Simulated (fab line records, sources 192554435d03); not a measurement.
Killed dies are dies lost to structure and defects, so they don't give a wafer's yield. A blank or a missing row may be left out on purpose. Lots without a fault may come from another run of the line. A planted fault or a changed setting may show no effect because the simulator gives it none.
A struck lot beside a sound one | flow n5_finfet | 16 steps out of a route of 1938
Sound: wafers L572.1, L572.4, L572.6. Struck: wafer L567.4. (L567.3 of the same lot was not struck and is left out.) The cause comes at the end.
At each step with rows: each side's tool, then ch and its chambers, then its first start. Under that, the readings that differ: sound wafers | struck wafers | difference of the means | sigmas: that difference in standard deviations of wafers without a fault.
alike: readings whose means differ by less than 2 such deviations, and words and numbers that are the same on both sides. not compared: withheld readings, readings that some wafer has no value for, bounds like >300 that may hide the same value, and numbers for which the record gives no deviation and whose values overlap.
The two part at a step that has a row with sigmas, a row that says differs or no value, or rows on one side only. Numbers that don't overlap but have no deviation are shown without sigmas and don't part them. A reading that every wafer of one side lacks parts them only if that side has two wafers or more.

first, 7 steps without rows for these wafers: N5_BEOL_M0_SAQP_COAT_87 (time 60 s, resist thk 5 nm); N5_BEOL_M0_SAQP_COAT_34 (resist thk 30 nm); N5_BEOL_M0_SAQP_EBR_36; N5_BEOL_M0_SAQP_SOFTBAKE_35 (time 60 s); N5_BEOL_M0_SAQP_EXPOSE_37 (exposes mask M0 CUT1, target cd 30 nm); N5_BEOL_M0_SAQP_PEB_38 (peb time 60 s); N5_BEOL_M0_SAQP_DEVELOP_39 (develop time 30 s).
N5_BEOL_M0_SAQP_CD_MEAS_40: target cd 30 nm.
  sound on cd_sem-03 ch 0, day 9 11:38; struck on cd_sem-03 ch 0, day 8 01:26
  alike: cd_nm
N5_BEOL_M0_SAQP_OVL_MEAS_41:
  sound on overlay-02 ch 0, day 9 11:40; struck on overlay-01 ch 0, day 8 01:28
  alike: M0_CUT1_OVL
N5_BEOL_M0_SAQP_INSPECT_42: inspects for defects (brightfield).
  sound on defect_inspect-02, day 9 11:43; struck on defect_inspect-01, day 8 01:31
  alike: raw_defect_count
N5_BEOL_M0_SAQP_DESCUM_45: chemistry O2, time 7 s.
  sound on rie_diel-01 ch 0,3, day 9 11:49; struck on rie_diel-03 ch 3, day 8 01:33
  reading      | sound             | struck | difference | sigmas
  rf_vpp_V (V) | 244.2 244.1 245.5 | 241.5  | -3.1       | -2
  alike: drypump_motor_current_A, o2_flow_sccm, oes_product_au, showerhead_plenum_p_Torr, throttle_valve_pct
  not compared: rf_hours_counter_h
N5_BEOL_M0_SAQP_ETCH_88: etches underlayer in N2/H2, target depth 6.5 nm, time 5.2 s.
  sound on rie_diel-01 ch 0,3, day 9 11:51; struck on rie_diel-03 ch 3, day 8 01:35
  reading      | sound       | struck | difference | sigmas
  rf_vpp_V (V) | 528 525 528 | 521    | -6         | -2
  alike: drypump_motor_current_A, etch_rf_on_time_s, oes_product_au, showerhead_plenum_p_Torr, throttle_valve_pct
  not compared: rf_hours_counter_h
N5_BEOL_M0_SAQP_ETCH_73: etches SiARC in CF4, target depth 19.5 nm, time 32.5 s.
  sound on rie_diel-01 ch 0,3, day 9 11:52; struck on rie_diel-03 ch 3, day 8 01:36
  reading               | sound          | struck | difference | sigmas
  etch_rf_on_time_s (s) | 32.3 31.3 32.5 | 38.7   | +6.7       | +13
  alike: drypump_motor_current_A, oes_product_au, rf_vpp_V, showerhead_plenum_p_Torr, throttle_valve_pct
  not compared: rf_hours_counter_h
N5_BEOL_M0_SAQP_CUT_ETCH_46: etches SOC in N2/H2, target depth 135 nm, overetch 27 nm, time 202.5 s.
  sound on rie_diel-01 ch 0,3, day 9 11:54; struck on rie_diel-03 ch 3, day 8 01:38
  alike: drypump_motor_current_A, rf_vpp_V, showerhead_plenum_p_Torr, throttle_valve_pct
  not compared: rf_hours_counter_h
-- the record jumps here: 2 days lie between the struck wafers' starts before and after (it left off in module BEOL_M0_SAQP and takes up again in module BEOL_M4, whose first step shown is number 1111 of the route) --
N5_BEOL_M4_RC_MEAS_101:
  sound on prober-02 ch 0, day 11 21:25; struck on prober-01 ch 0, day 10 08:33
  alike: DIBL_N, DIBL_P, IOFF_N, IOFF_P, ION_N, ION_P, SS_N, SS_P, VT_N, VT_P
-- the record jumps here: 4 days lie between the struck wafers' starts before and after (it left off in module BEOL_M4 and takes up again in module PASSIVATION, whose first step shown is number 1936 of the route) --
N5_PASSIVATION_PROBE_49:
  sound on prober-01, day 16 04:10; struck on prober-01, day 14 12:39
  reading                  | sound          | struck | difference | sigmas
  defect_limited_yield (%) | 89.8 90.3 90.8 | 93.6   | +3.3       | +3
  killed_at_M4_up          | 21 20 35       | 11     | -14        | -3
  killed_at_contacts       | 20 15 19       | 0      | -18        | -3
  killed_dies              | 120 115 108    | 75     | -39        | -3
  killed_open              | 81 69 69       | 44     | -29        | -3
  sort_bin_6_memory (%)    | 3.7 3.3 3.7    | 2.0    | -1.6       | -2
  sort_n_pass              | 1060 1065 1072 | 1105   | +39        | +3
  sort_yield_pct (%)       | 89.8 90.3 90.8 | 93.6   | +3.3       | +3
  alike: killed_at_M0_to_M3, killed_at_front_end, killed_at_other, killed_on_rim, killed_short, sort_bin_5_function

WHERE THEY PART
First at N5_BEOL_M0_SAQP_DESCUM_45; last, within this record, at N5_PASSIVATION_PROBE_49.

WHY: what the simulator had put in
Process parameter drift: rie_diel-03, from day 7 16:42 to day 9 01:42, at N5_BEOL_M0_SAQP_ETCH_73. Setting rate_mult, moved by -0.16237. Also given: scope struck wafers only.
